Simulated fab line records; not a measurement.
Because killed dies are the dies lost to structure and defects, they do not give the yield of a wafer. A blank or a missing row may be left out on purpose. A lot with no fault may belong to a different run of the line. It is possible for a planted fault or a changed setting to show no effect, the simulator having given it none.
Split-lot experiment | flow n5 finfet | 7 lots, 39 wafers read, on a route of 1938 steps

THE SPLIT
At N5_BEOL_M12_SPUTTER_43 (material TaN, target thk 15 nm, time 24.19 s), the setting time s was moved away from the recipe's 24.19 s on 12 of the 39 wafers read, by -35.0% to +57.1%. For the rest of the wafers, this setting stayed at what the recipe calls for.

FROM THE SPLIT TO THE READING: what the file shows between them, 4 steps
- N5_BEOL_M12_SPUTTER_44: material Ta, target thk 10 nm, time 16.13 s
- N5_BEOL_M12_SPUTTER_45: material Cu, target thk 80 nm, time 13.33 s
- N5_BEOL_M12_ECD_47: material Cu, target thk 720 nm
- N5_BEOL_M12_ANNEAL_48: time 90 s

THE READING
barrier field endpoint s, in s, at N5_BEOL_M12_CMP_49 (polishes, stops on SiOC, t overpolish 20.6 s, target thk 320 nm). Typical for fault-free wafers on this fab line: 30.4 s, with standard deviation 0.63 s.

wafer  | tool, chamber at the split | time s as run, s | against the recipe | barrier field endpoint s, s | against lot-mates on the recipe
L075.3 | pvd sputter-03, -          | 38.01            | +57.1%             | 40.7                        | +10.5
L075.4 | pvd sputter-03, -          | 24.19            | recipe             | 30.3                        | -
L075.2 | pvd sputter-03, -          | 38.01            | +57.1%             | 41.1                        | +10.9
L075.1 | pvd sputter-03, -          | 24.19            | recipe             | 30.7                        | -
L075.5 | pvd sputter-03, -          | 24.19            | recipe             | 29.7                        | -
L075.6 | pvd sputter-03, -          | 38.01            | +57.1%             | 41.5                        | +11.3
L079.1 | pvd sputter-02, -          | 24.19            | recipe             | 31.2                        | -
L079.4 | pvd sputter-02, -          | 15.72            | -35.0%             | 24.1                        | -7.0
L079.3 | pvd sputter-02, -          | 24.19            | recipe             | 31.2                        | -
L079.2 | pvd sputter-02, -          | 15.72            | -35.0%             | 24.8                        | -6.3
L079.6 | pvd sputter-02, -          | 15.72            | -35.0%             | 24.6                        | -6.5
L079.5 | pvd sputter-02, -          | 24.19            | recipe             | 30.9                        | -
L084.2 | pvd sputter-03, -          | 24.19            | recipe             | 29.9                        | -
L084.1 | pvd sputter-03, -          | 24.19            | recipe             | 30.4                        | -
L084.3 | pvd sputter-03, -          | 24.19            | recipe             | 29.1                        | -
L084.4 | pvd sputter-03, -          | 24.19            | recipe             | 29.8                        | -
L084.5 | pvd sputter-03, -          | 24.19            | recipe             | 29.6                        | -
L084.6 | pvd sputter-03, -          | 24.19            | recipe             | 29.6                        | -
L085.2 | pvd sputter-01, -          | 24.19            | recipe             | 29.4                        | -
L085.4 | pvd sputter-01, -          | 24.19            | recipe             | 31.3                        | -
L085.6 | pvd sputter-01, -          | 24.19            | recipe             | 31.0                        | -
L092.4 | pvd sputter-01, -          | 19.46            | -19.6%             | 27.0                        | -3.0
L092.1 | pvd sputter-01, -          | 19.46            | -19.6%             | 26.5                        | -3.5
L092.3 | pvd sputter-01, -          | 24.19            | recipe             | 29.6                        | -
L092.2 | pvd sputter-01, -          | 19.46            | -19.6%             | 26.0                        | -4.0
L092.5 | pvd sputter-01, -          | 24.19            | recipe             | 30.2                        | -
L092.6 | pvd sputter-01, -          | 24.19            | recipe             | 30.2                        | -
L096.4 | pvd sputter-02, -          | 35.91            | +48.4%             | 38.3                        | +8.5
L096.3 | pvd sputter-02, -          | 24.19            | recipe             | 29.8                        | -
L096.1 | pvd sputter-02, -          | 24.19            | recipe             | 29.3                        | -
L096.2 | pvd sputter-02, -          | 35.91            | +48.4%             | 38.8                        | +9.0
L096.5 | pvd sputter-02, -          | 35.91            | +48.4%             | 39.3                        | +9.5
L096.6 | pvd sputter-02, -          | 24.19            | recipe             | 30.4                        | -
L097.1 | pvd sputter-02, -          | 24.19            | recipe             | 29.8                        | -
L097.3 | pvd sputter-02, -          | 24.19            | recipe             | 30.6                        | -
L097.4 | pvd sputter-02, -          | 24.19            | recipe             | 30.7                        | -
L097.2 | pvd sputter-02, -          | 24.19            | recipe             | 30.7                        | -
L097.6 | pvd sputter-02, -          | 24.19            | recipe             | 30.7                        | -
L097.5 | pvd sputter-02, -          | 24.19            | recipe             | 29.9                        | -

FIT RESULTS
A straight line over all 39 wafers: barrier field endpoint s changes by +0.181 s for each +1% of time s; r = +0.99; the points scatter about the line by 0.61 s.
The same after taking each lot's own level away (the mean of its wafers on the recipe; 39 wafers): +0.188 s for each +1%; r = +1.00; scatter 0.44 s.
Per that fit: largest time s move, reading shift of 11 s.
The lots' own levels span 29.73 to 31.10 s, that is 2.2 times the standard deviation above.
So the lot-to-lot level changes the slope little: the two slopes agree.
Check: with one of the wafers moved furthest among these (+57.1%) left out of the fit, the line predicts +10.8 s for it against its lot-mates. It came out at +10.5 s against them.

THESE WAFERS: OTHER SPLITS
Note: prior to the reading, these wafers also went through further splits. Each is held against what the fit with the lots' levels taken away leaves over:
other split on the same wafers        | wafers away from the commonest value | r with barrier field endpoint s (lot level and that fit taken away)
N5_BEOL_M8_ILD_DEP_00 time s          | 18                                   | -0.26
N5_BEOL_M10_DEVELOP_27 develop time s | 15                                   | -0.13

THE WHOLE CHAIN: every reading that the file lists as answering this split, in the file's order
step                   | what it does                                                    | reading                                                                            | change (the file's fit)              | r (the file's)
N5_BEOL_M12_SPUTTER_43 | material TaN, target thk 15 nm, time 24.19 s                    | TaN_of_BEOL_M12_SPUTTER_43.thk nm (the simulator's own value, which no gauge read) | +0.15 nm for each +1% of the setting | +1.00
N5_BEOL_M12_CMP_49     | polishes, stops on SiOC, t overpolish 20.6 s, target thk 320 nm | barrier field endpoint s                                                           | +0.188 s for each +1% of the setting | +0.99

FILE'S OWN FIT
barrier field endpoint s changes by +0.188 s for each +1% of time s, r = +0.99.
